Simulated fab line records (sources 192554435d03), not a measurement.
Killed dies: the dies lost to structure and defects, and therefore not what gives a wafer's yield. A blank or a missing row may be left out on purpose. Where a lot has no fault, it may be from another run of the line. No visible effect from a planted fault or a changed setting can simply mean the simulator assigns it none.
Chamber matching ; flow n5 finfet ; N5_BEOL_M5_ILD_DEP_00 on pecvd-02: 3 sister chambers
The step deposits SiCOH lowk from DEMS/porogen, target thk 140.64 nm, time 25.9 s. 3 wafers are shown with their chamber, then 11 later ones without.

== WAFERS PAIRED WITH THEIR CHAMBERS ==
wafer;chamber;showerhead vpp V (V)
L085.1;0;1270
L085.6;2;1313
L086.3;1;1320

== WAFERS WHOSE CHAMBER IS MISSING ==
wafer;showerhead vpp V (V)
L086.4;1308
L086.5;1273
L090.2;1305
L090.4;1300
L090.6;1346
L093.2;1301
L093.4;1336
L093.5;1263
L095.1;1308
L095.4;1268
L095.5;1297

== CHAMBER TAKEN BY EACH ==
wafer;from the rows above;in truth
L086.4;can't be placed: 2 or 1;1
L086.5;0;0
L090.2;can't be placed: 2 or 1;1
L090.4;can't be placed: 2 or 1 or 0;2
L090.6;can't be placed: 1 or 2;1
L093.2;can't be placed: 2 or 1 or 0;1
L093.4;can't be placed: 1 or 2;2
L093.5;0;0
L095.1;can't be placed: 2 or 1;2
L095.4;0;0
L095.5;can't be placed: 2 or 1 or 0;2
Correctly placed: 3 of 11. These rows do not allow placing 8 (true chamber among the candidates in 8). Number placed wrongly: 0.
How it was worked out, from the rows above alone: a wafer's distance from a chamber is the root of the sum, over the readings, of the square of ((its reading less the chamber's mean) divided by the reading's scatter). If the next closest chamber is less than 2 further off than the closest, the wafer can't be placed; otherwise it belongs to the closest. A chamber's mean is the mean of its shown wafers. The scatter: with one shown wafer a chamber, the root of the mean of the squares of how far each hidden wafer lies from its nearest shown one.
